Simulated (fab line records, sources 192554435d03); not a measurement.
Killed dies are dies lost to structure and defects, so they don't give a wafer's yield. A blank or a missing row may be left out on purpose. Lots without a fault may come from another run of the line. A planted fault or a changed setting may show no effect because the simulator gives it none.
Chamber matching | flow n5_finfet | N5_MOL_CONTACT_COAG_CO_FILL_22 on cvd_co-01: 3 sister chambers
The step material Co, precursor CCTBA/H2, target thk 20 nm. 3 wafers are shown with their chamber, then 8 later ones without.

WAFERS WITH THEIR CHAMBER
wafer  | chamber | heater_power_w (W)
L460.4 | 0       | 222
L460.5 | 1       | 216
L464.2 | 2       | 252

WAFERS WITHOUT THEIR CHAMBER
wafer  | heater_power_w (W)
L464.3 | 228
L464.4 | 257
L468.1 | 217
L468.4 | 219
L468.5 | 227
L471.3 | 225
L471.5 | 222
L471.6 | 248

WHICH CHAMBER EACH WENT THROUGH
wafer  | from the rows above     | in truth
L464.3 | can't be placed: 0 or 1 | 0
L464.4 | 2                       | 2
L468.1 | can't be placed: 1 or 0 | 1
L468.4 | can't be placed: 0 or 1 | 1
L468.5 | can't be placed: 0 or 1 | 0
L471.3 | can't be placed: 0 or 1 | 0
L471.5 | can't be placed: 0 or 1 | 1
L471.6 | 2                       | 2
Placed correctly: 2 of 8. Can't be placed from these rows: 6 (the true chamber is among the candidates in 6). Placed wrongly: 0.
How it was worked out, from the rows above alone: a wafer's distance from a chamber is the root of the sum, over the readings, of the square of ((its reading less the chamber's mean) divided by the reading's scatter). The wafer belongs to the nearest chamber; if the next one is less than 2 further off, it can't be placed. A chamber's mean is the mean of its shown wafers. The scatter: with one shown wafer a chamber, the root of the mean of the squares of how far each hidden wafer lies from its nearest shown one.
